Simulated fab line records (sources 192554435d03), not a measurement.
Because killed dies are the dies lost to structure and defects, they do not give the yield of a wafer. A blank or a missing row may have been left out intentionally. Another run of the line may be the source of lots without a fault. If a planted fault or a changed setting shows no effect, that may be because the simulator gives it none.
What tool caused it?	flow n5Finfet	72 wafers from 24 lots sampled at 6 of the route's 1938 steps

## WHAT THE GAUGES SHOWED, per wafer
N5_GATE_CUT_INSPECT_26: inspects for defects (darkfield). Usual: rawDefectCount 35, standard deviation 14.
lot	measured	on	rawDefectCount	flag
L074	day 4 14:23	defectInspect-02	22 27 12	
L075	day 5 01:33	defectInspect-02	26 36 30	
L076	day 5 15:14	defectInspect-02	21 37 33	
L077	day 5 22:13	defectInspect-01	39 40 23	
L078	day 5 23:23	defectInspect-01	28 18 16	
L079	day 6 02:41	defectInspect-02	14 28 30	
L080	day 6 08:25	defectInspect-02	30 52 18	
L081	day 6 12:15	defectInspect-02	69 70 45	
L082	day 6 17:59	defectInspect-01	38 35 52	
L083	day 7 01:34	defectInspect-02	41 34 26	
L084	day 7 06:37	defectInspect-02	32 23 41	
L085	day 7 11:58	defectInspect-02	44 20 25	
L086	day 8 01:30	defectInspect-01	45 40 39	
L087	day 8 03:04	defectInspect-02	48 50 70	
L088	day 8 11:11	defectInspect-02	36 30 20	
L089	day 8 13:32	defectInspect-01	23 29 39	
L090	day 8 22:13	defectInspect-02	42 27 22	
L091	day 9 03:29	defectInspect-02	28 26 13	
L092	day 9 05:38	defectInspect-01	31 50 49	
L093	day 9 14:19	defectInspect-02	41 44 20	
L094	day 9 15:49	defectInspect-01	41 55 69	
L095	day 9 22:28	defectInspect-02	21 25 20	
L097	day 10 07:14	defectInspect-01	66 40 50	
L096	day 10 09:32	defectInspect-02	50 33 28	

N5_MOL_CONTACT_COAG_CD_MEAS_137: the cd target is 16 nm. Usual: cdNm 15.7 nm, standard deviation 0.39.
lot	measured	on	cdNm (nm)	flag
L074	day 5 03:29	cdSem-01	15.6 15.8 15.8	
L075	day 5 12:38	cdSem-01	15.6 15.7 15.5	
L076	day 6 03:33	cdSem-03	15.5 15.6 15.1	
L077	day 6 14:17	cdSem-02	14.8 15.3 15.8	
L078	day 6 15:50	cdSem-01	16.2 16.1 16.1	
L079	day 6 17:46	cdSem-01	16.0 15.7 16.0	
L080	day 6 20:08	cdSem-02	15.3 16.3 16.1	
L081	day 6 23:17	cdSem-02	15.5 15.1 16.8	
L082	day 7 06:38	cdSem-02	16.3 15.6 15.8	
L083	day 7 11:49	cdSem-01	15.7 15.2 15.2	
L084	day 7 18:33	cdSem-01	15.3 16.3 15.8	
L085	day 7 22:50	cdSem-01	16.1 16.2 16.1	
L086	day 8 17:07	cdSem-03	15.3 15.1 15.6	
L087	day 8 17:26	cdSem-01	16.2 15.9 15.7	
L088	day 9 00:52	cdSem-01	15.0 15.6 14.9	
L089	day 9 02:49	cdSem-01	15.0 15.6 15.2	
L090	day 9 11:22	cdSem-01	16.4 16.2 16.3	
L091	day 9 15:20	cdSem-03	15.0 15.7 15.6	
L092	day 9 17:38	cdSem-01	16.0 15.5 15.4	
L093	day 10 02:22	cdSem-01	15.4 16.2 16.0	
L094	day 10 03:07	cdSem-03	16.2 15.5 15.5	
L095	day 10 10:27	cdSem-02	15.3 15.1 16.1	
L097	day 10 21:49	cdSem-01	16.4 15.9 15.9	
L096	day 11 00:07	cdSem-03	15.4 15.8 15.6	

N5_MOL_CONTACT_COAG_THK_MEAS_53. Usual: VIA_MOL_THK typically reads 43.9 nm, with standard deviation 0.67.
lot	measured	on	VIA_MOL_THK (nm)	flag
L074	day 5 06:13	filmMetro-02	43.6 43.4 43.2	
L075	day 5 15:24	filmMetro-01	43.1 45.1 44.0	
L076	day 6 05:41	filmMetro-02	43.9 44.4 43.5	
L077	day 6 16:55	filmMetro-02	44.0 43.7 44.5	
L078	day 6 18:26	filmMetro-01	43.9 43.5 43.8	
L079	day 6 20:16	filmMetro-02	43.1 44.8 44.4	
L080	day 6 22:25	filmMetro-02	43.0 43.5 44.2	
L081	day 7 01:29	filmMetro-01	42.6 43.6 44.8	
L082	day 7 08:52	filmMetro-01	44.0 44.0 44.8	
L083	day 7 14:22	filmMetro-01	42.7 43.4 43.3	
L084	day 7 20:51	filmMetro-01	43.8 43.2 44.1	
L085	day 8 01:14	filmMetro-01	42.7 43.0 43.2	
L086	day 8 19:16	filmMetro-02	43.3 43.1 43.5	
L087	day 8 19:53	filmMetro-02	42.7 43.7 43.4	
L088	day 9 03:42	filmMetro-01	42.9 44.0 43.6	
L089	day 9 05:02	filmMetro-01	43.2 42.9 43.3	
L090	day 9 13:38	filmMetro-02	44.0 44.5 44.4	
L091	day 9 17:41	filmMetro-02	43.7 43.0 44.8	
L092	day 9 19:40	filmMetro-02	42.7 44.2 43.9	
L093	day 10 04:34	filmMetro-02	43.4 44.4 43.8	
L094	day 10 05:38	filmMetro-01	44.4 44.7 44.5	
L095	day 10 12:36	filmMetro-01	43.9 44.5 44.4	
L097	day 10 23:50	filmMetro-02	43.3 44.7 43.9	
L096	day 11 02:35	filmMetro-02	44.2 44.9 44.6	

## TOOL THAT RAN EACH LOT (tool first, then ch and the chambers of the sampled wafers, then the start)
lot	N5_MOL_CONTACT_COAG_SIL_ANNEAL_21	N5_MOL_CONTACT_COAG_CMP_23	N5_MOL_CONTACT_COAG_ETCH_65
L074	rtpAnneal-01 ch 0, day 4 17:36	cmp-01 ch 0,1,3, day 4 20:49	rieDiel-03 ch 0,1, day 5 03:58
L075	rtpAnneal-02 ch 0, day 5 03:28	cmp-04 ch 2,3, day 5 06:29	rieDiel-02 ch 0,2,3, day 5 13:22
L076	rtpAnneal-01 ch 0, day 5 17:17	cmp-04 ch 2,3, day 5 21:41	rieDiel-04 ch 1,2,3, day 6 04:10
L077	rtpAnneal-02 ch 0, day 6 00:50	cmp-01 ch 0,2,3, day 6 08:58	rieDiel-03 ch 0,1,2, day 6 15:03
L078	rtpAnneal-01 ch 0, day 6 01:36	cmp-04 ch 0,3, day 6 09:05	rieDiel-02 ch 1,3, day 6 16:30
L079	rtpAnneal-02 ch 0, day 6 06:44	cmp-04 ch 0,1,2, day 6 10:59	rieDiel-02 ch 0,1,2, day 6 18:38
L080	rtpAnneal-02 ch 0, day 6 10:38	cmp-04 ch 0,1, day 6 15:01	rieDiel-02 ch 1,2,3, day 6 20:44
L081	rtpAnneal-02 ch 0, day 6 15:02	cmp-04 ch 2,3, day 6 18:40	rieDiel-04 ch 0,3, day 6 23:54
L082	rtpAnneal-01 ch 0, day 6 20:10	cmp-01 ch 0,3, day 7 01:31	rieDiel-04 ch 0,2,3, day 7 07:19
L083	rtpAnneal-02 ch 0, day 7 03:49	cmp-04 ch 0,1, day 7 07:14	rieDiel-02 ch 0,3, day 7 12:25
L084	rtpAnneal-01 ch 0, day 7 08:44	cmp-03 ch 0,2,3, day 7 13:05	rieDiel-04 ch 1,2,3, day 7 19:14
L085	rtpAnneal-01 ch 0, day 7 13:50	cmp-03 ch 1,2, day 7 16:38	rieDiel-04 ch 1,2, day 7 23:22
L086	rtpAnneal-02 ch 0, day 8 04:53	cmp-04 ch 1,2,3, day 8 09:25	rieDiel-03 ch 2,3, day 8 17:35
L087	rtpAnneal-02 ch 0, day 8 05:04	cmp-04 ch 0,2,3, day 8 09:41	rieDiel-02 ch 0,3, day 8 17:55
L088	rtpAnneal-02 ch 0, day 8 13:32	cmp-04 ch 1,2,3, day 8 17:43	rieDiel-02 ch 0,1,3, day 9 02:03
L089	rtpAnneal-01 ch 0, day 8 15:44	cmp-03 ch 0,1,2, day 8 20:50	rieDiel-04 ch 0,2,3, day 9 03:28
L090	rtpAnneal-02 ch 0, day 9 00:56	cmp-01 ch 0,3, day 9 06:26	rieDiel-04 ch 0,1,3, day 9 11:50
L091	rtpAnneal-02 ch 0, day 9 06:26	cmp-01 ch 1,2,3, day 9 10:03	rieDiel-03 ch 0,1, day 9 15:49
L092	rtpAnneal-01 ch 0, day 9 07:33	cmp-03 ch 0,1,3, day 9 12:35	rieDiel-03 ch 0,2,3, day 9 18:08
L093	rtpAnneal-01 ch 0, day 9 17:22	cmp-03 ch 2,3, day 9 21:01	rieDiel-02 ch 1,2, day 10 03:01
L094	rtpAnneal-02 ch 0, day 9 17:50	cmp-03 ch 1,3, day 9 21:20	rieDiel-04 ch 0,1, day 10 03:40
L095	rtpAnneal-02 ch 0, day 10 00:45	cmp-01 ch 1,2,3, day 10 05:43	rieDiel-04 ch 0,1,3, day 10 11:03
L097	rtpAnneal-01 ch 0, day 10 09:24	cmp-04 ch 0,2, day 10 14:03	rieDiel-03 ch 0,2, day 10 22:17
L096	rtpAnneal-01 ch 0, day 10 11:37	cmp-04 ch 0,1, day 10 19:11	rieDiel-04 ch 0,3, day 11 00:43
- N5_MOL_CONTACT_COAG_SIL_ANNEAL_21: time 60 s.
- N5_MOL_CONTACT_COAG_CMP_23: polishes, stops on SiO2, t overpolish 1.5 s, target thk 0 nm.
- N5_MOL_CONTACT_COAG_ETCH_65: etches underlayer in N2/H2, target depth 13 nm, time 10.4 s.

## WHAT THE TOOLS THEMSELVES READ (means of the sampled wafers that have a number; where no wafer has one, the mark that the record gives instead)
N5_MOL_CONTACT_COAG_SIL_ANNEAL_21. Usual: lampPowerPct 6.5 %, standard deviation 0.32; wafer_temp_C_max 552.9, standard deviation 0.99.
lot	tool	lampPowerPct (%)	wafer_temp_C_max	flag
L074	rtpAnneal-01	6.8	551.9	
L075	rtpAnneal-02	6.2	554.2	
L076	rtpAnneal-01	6.8	552.2	
L077	rtpAnneal-02	6.2	553.6	
L078	rtpAnneal-01	6.8	552.1	
L079	rtpAnneal-02	6.2	553.3	
L080	rtpAnneal-02	6.2	553.8	
L081	rtpAnneal-02	6.2	553.4	
L082	rtpAnneal-01	6.8	551.8	
L083	rtpAnneal-02	6.2	553.6	
L084	rtpAnneal-01	6.8	551.9	
L085	rtpAnneal-01	6.8	552.5	
L086	rtpAnneal-02	6.2	554.1	
L087	rtpAnneal-02	6.2	553.6	
L088	rtpAnneal-02	6.2	553.5	
L089	rtpAnneal-01	6.8	551.5	
L090	rtpAnneal-02	6.2	553.3	
L091	rtpAnneal-02	6.2	553.2	
L092	rtpAnneal-01	6.8	552.1	
L093	rtpAnneal-01	6.8	551.6	
L094	rtpAnneal-02	6.2	553.5	
L095	rtpAnneal-02	6.2	552.8	
L097	rtpAnneal-01	6.8	551.9	
L096	rtpAnneal-01	6.8	551.7	

N5_MOL_CONTACT_COAG_CMP_23. Usual: motorCurrentA 7.6 A, standard deviation 0.57; overpolishRunS 1.500 s, standard deviation 0.0087; timeToEndpointS 9.1 s, standard deviation 2.3.
lot	tool	motorCurrentA (A)	overpolishRunS (s)	timeToEndpointS (s)	flag
L074	cmp-01	7.4	1.491	10.7	
L075	cmp-04	7.9	1.498	12.3	
L076	cmp-04	7.8	1.505	6.2	
L077	cmp-01	7.3	1.502	8.5	
L078	cmp-04	7.7	1.504	9.1	
L079	cmp-04	7.9	1.501	9.4	
L080	cmp-04	7.7	1.498	8.1	
L081	cmp-04	8.0	1.511	9.3	
L082	cmp-01	7.0	1.508	9.8	
L083	cmp-04	7.6	1.507	6.0	
L084	cmp-03	7.8	1.500	8.5	
L085	cmp-03	7.3	1.510	10.0	
L086	cmp-04	7.6	1.505	8.0	
L087	cmp-04	7.8	1.500	9.1	
L088	cmp-04	7.7	1.499	6.4	
L089	cmp-03	7.6	1.492	9.0	
L090	cmp-01	6.8	1.491	11.4	
L091	cmp-01	7.4	1.494	10.3	
L092	cmp-03	7.8	1.500	6.3	
L093	cmp-03	8.0	1.498	6.8	
L094	cmp-03	8.0	1.506	10.4	
L095	cmp-01	7.4	1.494	9.8	
L097	cmp-04	7.6	1.502	11.1	
L096	cmp-04	7.5	1.511	11.1	

N5_MOL_CONTACT_COAG_ETCH_65. Usual: drypumpMotorCurrentA 5.9 A, standard deviation 0.51; etchRfOnTimeS 10.35 s, standard deviation 0.26; oesProductAu 0.67 a.u., standard deviation 0.081; rfVppV 524.0 V, standard deviation 2.7; showerheadPlenumPTorr 2.55 Torr, standard deviation 0.098; throttleValvePct 17.84 %, standard deviation 0.25.
lot	tool	drypumpMotorCurrentA (A)	etchRfOnTimeS (s)	oesProductAu (a.u.)	rfVppV (V)	showerheadPlenumPTorr (Torr)	throttleValvePct (%)	flag
L074	rieDiel-03	5.4	10.25	0.72	524.5	2.58	17.65	
L075	rieDiel-02	5.4	10.27	0.63	524.0	2.53	17.90	
L076	rieDiel-04	6.1	10.37	0.66	523.5	2.51	17.84	
L077	rieDiel-03	5.4	10.21	0.70	524.9	2.56	17.67	
L078	rieDiel-02	5.8	9.96	0.64	525.0	2.57	17.86	
L079	rieDiel-02	5.6	10.42	0.61	524.2	2.56	17.94	
L080	rieDiel-02	5.7	10.21	0.63	525.1	2.60	18.03	
L081	rieDiel-04	6.5	10.35	0.72	522.6	2.53	17.94	
L082	rieDiel-04	6.3	10.61	0.65	521.7	2.47	18.01	
L083	rieDiel-02	5.4	10.30	0.62	520.9	2.44	17.66	
L084	rieDiel-04	6.1	10.41	0.65	522.8	2.50	17.85	
L085	rieDiel-04	6.1	10.48	0.59	522.2	2.47	17.84	
L086	rieDiel-03	5.6	10.32	0.78	527.3	2.65	17.59	
L087	rieDiel-02	5.4	10.24	0.62	521.3	2.44	17.68	
L088	rieDiel-02	5.7	10.34	0.61	523.1	2.52	17.80	
L089	rieDiel-04	6.2	10.56	0.70	523.9	2.57	17.89	
L090	rieDiel-04	6.5	10.23	0.80	524.8	2.60	17.70	
L091	rieDiel-03	5.5	10.27	0.65	524.6	2.55	17.85	
L092	rieDiel-03	5.6	10.23	0.70	525.2	2.59	17.74	
L093	rieDiel-02	5.5	10.63	0.59	526.3	2.63	18.24	
L094	rieDiel-04	6.4	10.07	0.82	524.9	2.57	17.57	
L095	rieDiel-04	6.5	10.28	0.78	526.7	2.60	17.71	
L097	rieDiel-03	5.5	10.20	0.65	523.6	2.54	17.74	
L096	rieDiel-04	6.6	10.36	0.75	527.0	2.67	17.87	

## THE ANSWER, worked out from the rows above alone
Rule: take the mean of a lot's wafers that have a number; if it is more than 3 standard deviations from the usual mean, the lot is off. A lot without any number at a reading at which 4 lots or more have one is off too. Any other lot the step has rows for is counted as sound. The gauges are gone through in route order, then the tools' own readings, and for those a lot's mean is taken as printed above. At the first step where some lot is off, the reading lying furthest off is the one used; lots without a number count as furthest.
Nothing can be told from this: no lot is off at any reading shown.

## WHAT THE SIMULATOR HAD PUT IN
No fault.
